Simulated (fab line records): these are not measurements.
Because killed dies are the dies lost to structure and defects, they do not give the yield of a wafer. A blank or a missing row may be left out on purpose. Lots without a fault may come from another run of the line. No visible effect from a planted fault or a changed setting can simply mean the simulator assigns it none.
fab line records || flow nand_harc || part 2 of 2: steps 25 to 25 of 25
record: {"lots": 7, "wafers": 21, "last_day": 32}
route steps=1302 shown A_M0@1164 A_M1@1169 END@1302
lots untouched by any fault: they come from a run of this same line in which no faults occurred
start_h: hours from the record's opening day to when the first of the lot's shown wafers began || wait_h: hours elapsed since this lot's preceding step || " as in the row above || L1.1+2: one row covering several wafers at once || - value missing, or start not given || * or withheld: withheld || < > ~ a bound
route shown NAME@n: names a module that has steps shown in the file, with the first one's number in the route || usual: mean/standard deviation of fault-free wafers || same: alike in all rows || chamber/n: place in a boat || sites: each site's reading || _std_site: their standard deviation || _edge_site: the outer-site mean with the inner-site mean subtracted || radius_mm: how far each site lies from the wafer's centre || mask NAME#n: copy n || behind: the tool/chamber that last shaped the wafer || hold: why the lot was held/for how many hours/how that ended || device: transistor that didn't switch, given as n, p or np || end of line: the route-end tests of the same wafers || step lacking rows: just its recipe || killed: the dies lost at the first sort to structure and to defects; this is not the yield of the wafer || map: a wafer's dies, marking killed ones x, the rest . and places with no die _
set.NAME: setting as actually run; set.NAME@STEP: the setting as run at that earlier step || model.NAME: the simulator's own value behind a step, which no gauge read
lots seen at some steps along the route; tables by step, rows by wafer
services: the hour from which a tool's chamber was out of use, counted from the record's first day as start_h (under 0 if before that day), plus the number of hours and why
== steps ==
step: NHARC_END_SORT_01
recipe: {"temp_c": 25}
usual: {"defect_limited_yield": "90.7/2.9", "killed_at_array": "58/20", "killed_at_other": "1.0/1.2", "killed_at_periphery": "4.1/3", "killed_dies": "63/20", "killed_open": "3.2/1.7", "killed_short": "2.5/1.5"}
same: {"gross_dies": 677}
{"lot.wafer": "L202.2", "tool": "prober-02", "chamber": 0, "start_h": 580.46, "wait_h": 2.8, "defect_limited_yield[%]": 95.4, "killed_at_array": 27, "killed_at_other": 1, "killed_at_periphery": 3, "killed_dies": 31, "killed_open": 4, "killed_short": 5}
{"lot.wafer": "L202.5", "tool": "prober-02", "chamber": 0, "start_h": 582.88, "wait_h": 3.7, "defect_limited_yield[%]": 97.0, "killed_at_array": 14, "killed_at_other": 3, "killed_at_periphery": 3, "killed_dies": 20, "killed_open": 2, "killed_short": 5}
{"lot.wafer": "L202.6", "tool": "prober-02", "chamber": 0, "start_h": 583.69, "wait_h": 4.0, "defect_limited_yield[%]": 95.6, "killed_at_array": 29, "killed_at_other": 0, "killed_at_periphery": 1, "killed_dies": 30, "killed_open": 2, "killed_short": 1}
{"lot.wafer": "L205.1", "tool": "prober-01", "chamber": 0, "start_h": 607.85, "wait_h": 2.5, "defect_limited_yield[%]": 85.1, "killed_at_array": 93, "killed_at_other": 1, "killed_at_periphery": 7, "killed_dies": 101, "killed_open": 2, "killed_short": 2}
{"lot.wafer": "L205.2", "tool": "prober-01", "chamber": 0, "start_h": 608.66, "wait_h": 2.8, "defect_limited_yield[%]": 88.6, "killed_at_array": 75, "killed_at_other": 0, "killed_at_periphery": 2, "killed_dies": 77, "killed_open": 2, "killed_short": 2}
{"lot.wafer": "L205.5", "tool": "prober-01", "chamber": 0, "start_h": 611.07, "wait_h": 3.7, "defect_limited_yield[%]": 85.4, "killed_at_array": 92, "killed_at_other": 3, "killed_at_periphery": 4, "killed_dies": 99, "killed_open": 2, "killed_short": 5}
{"lot.wafer": "L209.2", "tool": "prober-02", "chamber": 0, "start_h": 648.64, "wait_h": 2.8, "defect_limited_yield[%]": 91.1, "killed_at_array": 57, "killed_at_other": 1, "killed_at_periphery": 2, "killed_dies": 60, "killed_open": 4, "killed_short": 2}
{"lot.wafer": "L209.5", "tool": "prober-02", "chamber": 0, "start_h": 651.05, "wait_h": 3.7, "defect_limited_yield[%]": 91.6, "killed_at_array": 55, "killed_at_other": 1, "killed_at_periphery": 1, "killed_dies": 57, "killed_open": 4, "killed_short": 2}
{"lot.wafer": "L209.6", "tool": "prober-02", "chamber": 0, "start_h": 651.85, "wait_h": 4.0, "defect_limited_yield[%]": 91.4, "killed_at_array": 55, "killed_at_other": 0, "killed_at_periphery": 3, "killed_dies": 58, "killed_open": 4, "killed_short": 1}
{"lot.wafer": "L210.4", "tool": "prober-01", "chamber": 0, "start_h": 661.24, "wait_h": 3.4, "defect_limited_yield[%]": 91.9, "killed_at_array": 50, "killed_at_other": 0, "killed_at_periphery": 5, "killed_dies": 55, "killed_open": 2, "killed_short": 1}
{"lot.wafer": "L210.5", "tool": "prober-01", "chamber": 0, "start_h": 662.04, "wait_h": 3.7, "defect_limited_yield[%]": 90.7, "killed_at_array": 53, "killed_at_other": 2, "killed_at_periphery": 8, "killed_dies": 63, "killed_open": 5, "killed_short": 1}
{"lot.wafer": "L210.6", "tool": "prober-01", "chamber": 0, "start_h": 662.85, "wait_h": 4.0, "defect_limited_yield[%]": 88.2, "killed_at_array": 70, "killed_at_other": 3, "killed_at_periphery": 7, "killed_dies": 80, "killed_open": 5, "killed_short": 8}
{"lot.wafer": "L211.1", "tool": "prober-01", "chamber": 0, "start_h": 667.51, "wait_h": 2.5, "defect_limited_yield[%]": 88.8, "killed_at_array": 67, "killed_at_other": 0, "killed_at_periphery": 9, "killed_dies": 76, "killed_open": 1, "killed_short": 2}
{"lot.wafer": "L211.2", "tool": "prober-01", "chamber": 0, "start_h": 668.31, "wait_h": 2.8, "defect_limited_yield[%]": 88.8, "killed_at_array": 69, "killed_at_other": 2, "killed_at_periphery": 5, "killed_dies": 76, "killed_open": 4, "killed_short": 3}
{"lot.wafer": "L211.4", "tool": "prober-01", "chamber": 0, "start_h": 669.90, "wait_h": 3.4, "defect_limited_yield[%]": 88.5, "killed_at_array": 73, "killed_at_other": 0, "killed_at_periphery": 5, "killed_dies": 78, "killed_open": 5, "killed_short": 4}
{"lot.wafer": "L213.1", "tool": "prober-02", "chamber": 0, "start_h": 687.53, "wait_h": 2.5, "defect_limited_yield[%]": 94.8, "killed_at_array": 27, "killed_at_other": 1, "killed_at_periphery": 7, "killed_dies": 35, "killed_open": 5, "killed_short": 1}
{"lot.wafer": "L213.2", "tool": "prober-02", "chamber": 0, "start_h": 688.34, "wait_h": 2.8, "defect_limited_yield[%]": 96.3, "killed_at_array": 20, "killed_at_other": 0, "killed_at_periphery": 5, "killed_dies": 25, "killed_open": 4, "killed_short": 2}
{"lot.wafer": "L213.6", "tool": "prober-02", "chamber": 0, "start_h": 691.57, "wait_h": 4.0, "defect_limited_yield[%]": 93.9, "killed_at_array": 25, "killed_at_other": 3, "killed_at_periphery": 13, "killed_dies": 41, "killed_open": 2, "killed_short": 4}
{"lot.wafer": "L220.3", "tool": "prober-02", "chamber": 0, "start_h": 770.04, "wait_h": 3.1, "defect_limited_yield[%]": 87.9, "killed_at_array": 80, "killed_at_other": 1, "killed_at_periphery": 1, "killed_dies": 82, "killed_open": 1, "killed_short": 1}
{"lot.wafer": "L220.5", "tool": "prober-02", "chamber": 0, "start_h": 771.64, "wait_h": 3.7, "defect_limited_yield[%]": 86.4, "killed_at_array": 84, "killed_at_other": 2, "killed_at_periphery": 6, "killed_dies": 92, "killed_open": 3, "killed_short": 0}
{"lot.wafer": "L220.6", "tool": "prober-02", "chamber": 0, "start_h": 772.44, "wait_h": 4.0, "defect_limited_yield[%]": 86.6, "killed_at_array": 86, "killed_at_other": 1, "killed_at_periphery": 4, "killed_dies": 91, "killed_open": 4, "killed_short": 2}
killed by level:class
L202.2 A_CHANNEL_HOLE_D2:chamber_film_flake=10 A_CONTACT:chamber_film_flake=3 A_DECK1_JOINT:chamber_film_flake=3 A_ONON_D2:geometric_particle:short=2 A_CHANNEL_HOLE_D1:chamber_film_flake=2 P_GATE:geometric_particle:open=1 P_CONTACT:geometric_particle:open=1 P_M0:geometric_particle:open=1
L202.5 A_CHANNEL_HOLE_D2:chamber_film_flake=6 A_BLC:geometric_particle:short=2 THIN_TSV:chamber_film_flake=2 P_CONTACT:geometric_particle:short=1 A_DECK1_JOINT:geometric_particle:short=1 A_CHANNEL_FILL_D2:geometric_particle:short=1 A_CHANNEL_FILL_D2:geometric_particle:open=1 P_STI:chamber_film_flake=1
L202.6 A_CHANNEL_HOLE_D2:chamber_film_flake=6 A_CHANNEL_HOLE_D1:chamber_film_flake=4 A_M0:chamber_film_flake=4 A_M1:chamber_film_flake=4 A_DECK1_JOINT:chamber_film_flake=2 A_SLIT:chamber_film_flake=2 A_CONTACT:chamber_film_flake=2 A_CHANNEL_FILL_D1:geometric_particle:short=1
L205.1 A_SLIT:chamber_film_flake=31 A_CHANNEL_HOLE_D1:chamber_film_flake=30 A_CHANNEL_HOLE_D2:chamber_film_flake=25 P_BONDPAD:chamber_film_flake=4 A_CONTACT:chamber_film_flake=2 P_M0:geometric_particle:open=1 A_CHANNEL_FILL_D1:geometric_particle:open=1 A_CHANNEL_FILL_D1:geometric_particle:short=1
L205.2 A_SLIT:chamber_film_flake=30 A_CHANNEL_HOLE_D2:chamber_film_flake=21 A_CHANNEL_HOLE_D1:chamber_film_flake=14 A_STAIRCASE:chamber_film_flake=3 A_CONTACT:chamber_film_flake=2 A_ONON_D2:geometric_particle:open=1 A_CHANNEL_HOLE_D2:geometric_particle:short=1 A_CHANNEL_FILL_D2:geometric_particle:open=1
L205.5 A_CHANNEL_HOLE_D1:chamber_film_flake=27 A_CHANNEL_HOLE_D2:chamber_film_flake=26 A_SLIT:chamber_film_flake=26 A_CHANNEL_FILL_D2:geometric_particle:short=3 THIN_TSV:chamber_film_flake=3 A_CHANNEL_FILL_D2:chamber_film_flake=2 A_CONTACT:chamber_film_flake=2 P_M0:geometric_particle:open=1
L209.2 A_CHANNEL_HOLE_D1:chamber_film_flake=26 A_CHANNEL_HOLE_D2:chamber_film_flake=15 A_STAIRCASE:chamber_film_flake=4 A_CHANNEL_FILL_D2:chamber_film_flake=2 A_CONTACT:chamber_film_flake=2 P_CONTACT:geometric_particle:open=1 A_ONON_D1:geometric_particle:short=1 A_CHANNEL_FILL_D1:geometric_particle:open=1
L209.5 A_CHANNEL_HOLE_D1:chamber_film_flake=22 A_CHANNEL_HOLE_D2:chamber_film_flake=15 A_CONTACT:chamber_film_flake=7 A_CHANNEL_HOLE_D1:geometric_particle:short=2 A_ZERO_WELL:chamber_film_flake=2 A_CHANNEL_FILL_D2:chamber_film_flake=2 P_CONTACT:geometric_particle:open=1 A_CHANNEL_FILL_D2:geometric_particle:open=1
L209.6 A_CHANNEL_HOLE_D1:chamber_film_flake=27 A_CHANNEL_HOLE_D2:chamber_film_flake=15 A_CONTACT:chamber_film_flake=3 P_GATE:chamber_film_flake=2 A_SGD_CUT:chamber_film_flake=2 A_ONON_D1:geometric_particle:open=1 A_ONON_D1:geometric_particle:short=1 A_CHANNEL_HOLE_D1:geometric_particle:open=1
L210.4 A_SLIT:chamber_film_flake=31 A_CHANNEL_HOLE_D2:chamber_film_flake=5 A_CONTACT:chamber_film_flake=5 P_GATE:chamber_film_flake=4 A_CHANNEL_HOLE_D1:chamber_film_flake=2 A_STAIRCASE:chamber_film_flake=2 A_CHANNEL_FILL_D1:geometric_particle:open=1 A_CHANNEL_FILL_D2:geometric_particle:open=1
L210.5 A_SLIT:chamber_film_flake=25 A_CHANNEL_HOLE_D2:chamber_film_flake=9 P_ZERO_WELL:chamber_film_flake=5 A_CHANNEL_HOLE_D1:chamber_film_flake=5 A_CONTACT:chamber_film_flake=4 P_GATE:geometric_particle:open=2 A_STAIRCASE:chamber_film_flake=2 THIN_TSV:chamber_film_flake=2
L210.6 A_SLIT:chamber_film_flake=40 A_CHANNEL_HOLE_D2:chamber_film_flake=7 A_CONTACT:chamber_film_flake=6 P_ZERO_WELL:chamber_film_flake=4 A_CHANNEL_HOLE_D1:chamber_film_flake=3 A_SOURCE_PLATE:geometric_particle:short=2 P_GATE:chamber_film_flake=2 P_GATE:geometric_particle:open=1
L211.1 A_SLIT:chamber_film_flake=32 A_CHANNEL_HOLE_D2:chamber_film_flake=12 A_CHANNEL_HOLE_D1:chamber_film_flake=8 A_CONTACT:chamber_film_flake=8 P_STI:chamber_film_flake=6 A_STAIRCASE:chamber_film_flake=4 P_CONTACT:geometric_particle:short=1 P_CONTACT:geometric_particle:open=1
L211.2 A_SLIT:chamber_film_flake=35 A_CHANNEL_HOLE_D2:chamber_film_flake=11 A_CONTACT:chamber_film_flake=8 A_CHANNEL_HOLE_D1:chamber_film_flake=6 A_ONON_D2:geometric_particle:open=2 P_ZERO_WELL:chamber_film_flake=2 THIN_TSV:chamber_film_flake=2 P_GATE:geometric_particle:short=1
L211.4 A_SLIT:chamber_film_flake=33 A_CHANNEL_HOLE_D2:chamber_film_flake=16 A_STAIRCASE:chamber_film_flake=6 A_CHANNEL_HOLE_D1:chamber_film_flake=4 P_STI:chamber_film_flake=3 A_CONTACT:chamber_film_flake=3 A_CHANNEL_FILL_D1:geometric_particle:short=2 A_CHANNEL_FILL_D2:chamber_film_flake=2
L213.1 A_STAIRCASE:chamber_film_flake=11 A_CHANNEL_HOLE_D1:chamber_film_flake=7 P_GATE:chamber_film_flake=3 P_CONTACT:geometric_particle:open=2 A_SLIT:chamber_film_flake=2 P_M1:geometric_particle:open=1 A_DECK1_JOINT:geometric_particle:open=1 A_ONON_D2:geometric_particle:open=1
L213.2 A_STAIRCASE:chamber_film_flake=5 A_CHANNEL_HOLE_D1:chamber_film_flake=4 P_GATE:chamber_film_flake=3 A_SLIT:chamber_film_flake=3 P_CONTACT:chamber_film_flake=2 A_CHANNEL_FILL_D1:chamber_film_flake=2 A_ONON_D1:geometric_particle:short=1 A_CHANNEL_HOLE_D1:geometric_particle:open=1
L213.6 A_STAIRCASE:chamber_film_flake=7 A_CHANNEL_HOLE_D1:chamber_film_flake=6 P_GATE:chamber_film_flake=4 P_CONTACT:chamber_film_flake=4 P_BONDPAD:chamber_film_flake=3 A_CHANNEL_FILL_D1:chamber_film_flake=3 THIN_TSV:chamber_film_flake=3 A_ZERO_WELL:chamber_film_flake=2
L220.3 A_SLIT:chamber_film_flake=36 A_CHANNEL_HOLE_D2:chamber_film_flake=31 A_CHANNEL_HOLE_D1:unspecified=5 A_CHANNEL_HOLE_D1:chamber_film_flake=2 A_CHANNEL_FILL_D1:geometric_particle:open=1 A_SGD_CUT:geometric_particle:short=1 P_M1:chamber_film_flake=1 A_DECK1_JOINT:chamber_film_flake=1
L220.5 A_SLIT:chamber_film_flake=40 A_CHANNEL_HOLE_D2:chamber_film_flake=33 P_M1:chamber_film_flake=3 A_STAIRCASE:chamber_film_flake=3 P_GATE:chamber_film_flake=2 A_CHANNEL_HOLE_D1:chamber_film_flake=2 A_DECK1_JOINT:chamber_film_flake=2 THIN_TSV:chamber_film_flake=2
L220.6 A_SLIT:chamber_film_flake=36 A_CHANNEL_HOLE_D2:chamber_film_flake=36 A_CONTACT:chamber_film_flake=3 A_BLC:geometric_particle:open=2 P_M1:chamber_film_flake=2 A_CHANNEL_HOLE_D1:unspecified=2 A_STAIRCASE:chamber_film_flake=2 P_CONTACT:geometric_particle:short=1
== services ==
{"tool": "rie_diel-04", "chamber": 1, "start_h": 528.26, "hours": 32.6, "kind": "repair"}
{"tool": "rie_diel-04", "chamber": "-", "start_h": 532.42, "hours": 9.0, "kind": "pm"}
{"tool": "pecvd-03", "chamber": "-", "start_h": 547.16, "hours": 13.0, "kind": "pm"}
{"tool": "rie_diel-04", "chamber": 3, "start_h": 556.05, "hours": 2.6, "kind": "repair"}
{"tool": "rie_diel-01", "chamber": "-", "start_h": 557.97, "hours": 9.0, "kind": "pm"}
{"tool": "arfi_scanner-02", "chamber": "-", "start_h": 567.80, "hours": 1.2, "kind": "repair"}
{"tool": "rie_diel-01", "chamber": 3, "start_h": 570.01, "hours": 14.0, "kind": "repair"}
{"tool": "rie_diel-10", "chamber": "-", "start_h": 586.59, "hours": 0.7, "kind": "repair"}
{"tool": "pecvd-02", "chamber": "-", "start_h": 591.61, "hours": 13.0, "kind": "pm"}
{"tool": "rie_diel-10", "chamber": 1, "start_h": 594.11, "hours": 4.1, "kind": "repair"}
{"tool": "rie_diel-10", "chamber": "-", "start_h": 596.50, "hours": 9.0, "kind": "pm"}
{"tool": "arfi_scanner-02", "chamber": "-", "start_h": 621.83, "hours": 1.1, "kind": "repair"}
{"tool": "pecvd-04", "chamber": "-", "start_h": 631.00, "hours": 13.0, "kind": "pm"}
{"tool": "pecvd-02", "chamber": 2, "start_h": 634.22, "hours": 9.0, "kind": "repair"}
{"tool": "rie_diel-01", "chamber": 0, "start_h": 642.22, "hours": 7.1, "kind": "repair"}
{"tool": "rie_diel-10", "chamber": "-", "start_h": 643.93, "hours": 4.7, "kind": "repair"}
{"tool": "arfi_scanner-02", "chamber": "-", "start_h": 656.00, "hours": 4.0, "kind": "pm"}
{"tool": "rie_diel-10", "chamber": 1, "start_h": 663.10, "hours": 4.0, "kind": "repair"}
{"tool": "pecvd-04", "chamber": 0, "start_h": 667.57, "hours": 7.7, "kind": "repair"}
{"tool": "rie_diel-10", "chamber": 0, "start_h": 683.69, "hours": 9.8, "kind": "repair"}
{"tool": "pecvd-03", "chamber": 1, "start_h": 697.70, "hours": 5.4, "kind": "repair"}
{"tool": "rie_diel-04", "chamber": "-", "start_h": 709.42, "hours": 9.0, "kind": "pm"}
{"tool": "arfi_scanner-02", "chamber": "-", "start_h": 721.31, "hours": 2.4, "kind": "repair"}
{"tool": "pecvd-03", "chamber": "-", "start_h": 728.18, "hours": 13.0, "kind": "pm"}
